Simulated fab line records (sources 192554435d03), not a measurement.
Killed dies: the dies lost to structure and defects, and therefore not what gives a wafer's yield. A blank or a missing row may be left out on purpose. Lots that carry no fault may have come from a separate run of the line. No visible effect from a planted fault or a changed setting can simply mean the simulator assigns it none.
Chamber matching :: flow n5_finfet :: N5_MOL_CONTACT_COAG_DESCUM_45 on rie_diel-05 has 4 sister chambers
The step chemistry O2, time 7 s. 4 wafers are shown with their chamber, then 7 later ones without.

## WAFERS PAIRED WITH THEIR CHAMBERS
wafer: L090.4
chamber: 2
drypump_motor_current_A (A): 6.0

wafer: L090.5
chamber: 1
drypump_motor_current_A (A): 5.9

wafer: L093.3
chamber: 0
drypump_motor_current_A (A): 5.2

wafer: L093.4
chamber: 3
drypump_motor_current_A (A): 4.7

## WAFERS MISSING THEIR CHAMBER
wafer: L093.5
drypump_motor_current_A (A): 5.2

wafer: L094.1
drypump_motor_current_A (A): 4.7

wafer: L094.2
drypump_motor_current_A (A): 5.8

wafer: L094.5
drypump_motor_current_A (A): 6.0

wafer: L097.2
drypump_motor_current_A (A): 5.1

wafer: L097.3
drypump_motor_current_A (A): 6.0

wafer: L097.4
drypump_motor_current_A (A): 4.7

## CHAMBER TAKEN BY EACH
wafer: L093.5
from the rows above: 0
in truth: 0

wafer: L094.1
from the rows above: 3
in truth: 3

wafer: L094.2
from the rows above: can't be placed: 1 or 2
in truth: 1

wafer: L094.5
from the rows above: can't be placed: 2 or 1
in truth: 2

wafer: L097.2
from the rows above: 0
in truth: 0

wafer: L097.3
from the rows above: can't be placed: 2 or 1
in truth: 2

wafer: L097.4
from the rows above: 3
in truth: 3
Correctly placed: 4 of 7. Not placeable from these rows: 3 (in 3, the candidates include the true chamber). 0 placed wrongly.
How it was worked out, from the rows above alone: a wafer's distance from a chamber is the root of the sum, over the readings, of the square of ((its reading less the chamber's mean) divided by the reading's scatter). The wafer belongs to the nearest chamber; if the next one is less than 2 further off, it can't be placed. For every chamber, the mean is computed from those of its wafers that are shown. The scatter: with one shown wafer a chamber, the root of the mean of the squares of how far each hidden wafer lies from its nearest shown one.
